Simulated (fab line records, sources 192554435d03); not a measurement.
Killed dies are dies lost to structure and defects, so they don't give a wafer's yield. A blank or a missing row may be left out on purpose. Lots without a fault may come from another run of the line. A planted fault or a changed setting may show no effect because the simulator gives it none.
Problem report in the 8D (eight disciplines) form, filled by code | flow n5_finfet | the parts of the form that need people (team, actions taken, sign-off) are left out

1. THE PROBLEM
plate_temp_C at N5_BEOL_M5_COAT_74 reads a mean of 219.30 C on 6 wafers of 2 lots; wafers without a fault read 205.01 C with a standard deviation of 0.17. That is +84 standard deviations from the usual mean.
The step: time 60 s, resist thk 5 nm.
First seen on wafer L915.2, day 11 23:39, on litho_track-02. The record holds 30 wafers of 10 lots with a number at this step. Rule for "out", or "out of limits": more than 4 standard deviations from the usual mean. The other wafers with a number count as sound.

2. WHAT IT IS AND WHAT IT IS NOT
question                    | is                                 | is not
which readings at this step | plate_temp_C, heater_power_total_W | -
which lots                  | L915, L917                         | L903, L905, L907, L909, L918, L919, L920, L921
which wafers of those lots  | all that have a number             | -
read on which tools         | litho_track-02                     | litho_track-01, litho_track-05
when                        | from day 11 23:39                  | up to then (12 sound wafers); but 12 sound wafers of L918, L919, L920, L921 came after

3. SUSPECTS, AND WHAT RULES EACH OUT
Counting: a tool at a process step up to the reading stays a suspect if it ran every lot that is out and no sound lot after the first of them.
- litho_track-02 at N5_BEOL_M5_COAT_74 (time 60 s, resist thk 5 nm): kept. It ran every lot that is out, first L915 (day 11 23:39), and no sound lot after that; its last sound lot up to then is L909 (day 10 11:47). Its own readings are out on those wafers: heater_power_total_W, plate_temp_C.
Left after counting: litho_track-02 at N5_BEOL_M5_COAT_74.

4. THE CAUSE (what the simulator had put in)
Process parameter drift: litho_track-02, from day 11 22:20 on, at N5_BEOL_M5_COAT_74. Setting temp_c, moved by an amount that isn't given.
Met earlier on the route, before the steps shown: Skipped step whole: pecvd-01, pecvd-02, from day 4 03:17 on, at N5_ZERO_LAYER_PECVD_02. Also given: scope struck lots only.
Counting left only this tool.

5. THE CHAIN OF EFFECTS, in route order
Each row: a reading whose mean over the struck wafers that have a number lies more than 3 standard deviations from the usual. Only readings for which the record gives a usual standard deviation are gone through. hours: the time from each lot's start at the first step in this table that gives one to its start at this step, as a median over the lots. sigmas: the change in usual standard deviations.
hours | step               | reading              | usual    | on struck wafers | change | sigmas
0     | N5_BEOL_M5_COAT_74 | heater_power_total_W | 391.9 W  | 425.0            | +33.1  | +28
0     | N5_BEOL_M5_COAT_74 | plate_temp_C         | 205.01 C | 219.30           | +14.29 | +84
The process steps in it:
- N5_BEOL_M5_COAT_74: time 60 s, resist thk 5 nm.

6. WHAT WOULD HAVE CAUGHT IT SOONER
In this record the first reading out of limits was taken at day 11 23:39, 1 hour after the fault began at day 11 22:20.
